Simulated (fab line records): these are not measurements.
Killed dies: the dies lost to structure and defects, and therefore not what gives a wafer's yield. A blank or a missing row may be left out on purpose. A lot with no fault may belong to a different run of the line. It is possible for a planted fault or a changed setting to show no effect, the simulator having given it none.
A lot that was struck, set against a sound lot :: flow n5Finfet :: 14 steps out of a route of 1938
Sound: the wafers L369.1, L369.3. Wafers L377.3, L377.5, L377.6 were the ones struck. The cause comes at the end.
Per side, at each step with rows, come the tool, then ch with its chambers, and then its first start. Under that, the readings that differ: sound wafers :: struck wafers :: difference of the means :: sigmas: that difference in standard deviations of wafers without a fault.
alike: words and numbers the same on both sides, and readings whose means are apart by under 2 such deviations; not compared: readings that were withheld, readings missing a value for some wafer, numbers with overlapping values and no deviation given by the record, and bounds like >300 which may hide the same value.
The two part at a step that has a row with sigmas, a row that says differs or no value, or rows on one side only. When numbers do not overlap yet have no deviation, they are printed without sigmas and do not part them. Lack of a reading on every wafer of one side parts them only where that side has two or more wafers.

N5_BEOL_M9_INSPECT_58: inspects for defects (darkfield).
  sound on defectInspect-01, day 12 21:13; struck on defectInspect-01, day 15 09:29
  alike: rawDefectCount
N5_BEOL_M10_ILD_DEP_00: deposits SiCOH lowk from DEMS/porogen, target thk 308.51 nm, time 58 s.
  sound on pecvd-03 ch 0,1, day 12 21:15; struck on pecvd-03 ch 0,2, day 15 09:31
  alike: heaterPowerW, showerheadPlenumPTorr, throttleValvePct
  not compared: sinceWetCleanH
N5_BEOL_M10_CURE_71: cures SiCOH lowk, time 240 s.
  sound on uvCure-03 ch 1, day 12 21:20; struck on uvCure-02 ch 2, day 15 09:46
reading: wafer_temp_C_max
sound: 385.6 385.7
struck: 387.7 386.9 387.4
difference: +1.7
sigmas: +2
  alike: lampPowerPct
N5_BEOL_M10_THK_MEAS_01:
  sound on filmMetro-01, day 12 21:50; struck on filmMetro-02, day 15 10:07
  alike: M10_ILD_THK
N5_BEOL_M10_PECVD_70: deposits SiO2 from TEOS/O2, target thk 20 nm, time 22.7 s.
  sound on pecvd-01 ch 1,2, day 12 21:53; struck on pecvd-03 ch 1,2, day 15 10:09
  alike: heaterPowerW, showerheadPlenumPTorr, throttleValvePct
  not compared: sinceWetCleanH
N5_BEOL_M10_HM_DEP_02: deposits TiN, target thk 20 nm.
  sound on pvdSputter-03, day 12 22:25; struck on pvdSputter-01, day 15 10:53
  alike: throttleValvePct
then, 6 steps without rows for these wafers: N5_BEOL_M10_COAT_59 (time 60 s, resist thk 100 nm); N5_BEOL_M10_COAT_60 (time 60 s, resist thk 30 nm); N5_BEOL_M10_COAT_05 (resist thk 90 nm); N5_BEOL_M10_EBR_07; N5_BEOL_M10_SOFTBAKE_06 (time 60 s); N5_BEOL_M10_EXPOSE_08 (exposes mask M10).
N5_BEOL_M10_PEB_09: peb time 60 s.
  struck on lithoTrack-01, day 15 11:19; sound on lithoTrack-04 ch 0, day 12 22:51
  no value came back on the struck wafers for chillPlateTempC (C), exhaustPa (Pa); on the sound wafers chillPlateTempC (C) reads 22.86 22.90
then, 1 step without rows for these wafers: N5_BEOL_M10_DEVELOP_10 (develop time 30 s).

## WHERE THEY PART
Earliest at N5_BEOL_M10_CURE_71; latest, in this record, at N5_BEOL_M10_PEB_09.

WHY: the cause the simulator had injected
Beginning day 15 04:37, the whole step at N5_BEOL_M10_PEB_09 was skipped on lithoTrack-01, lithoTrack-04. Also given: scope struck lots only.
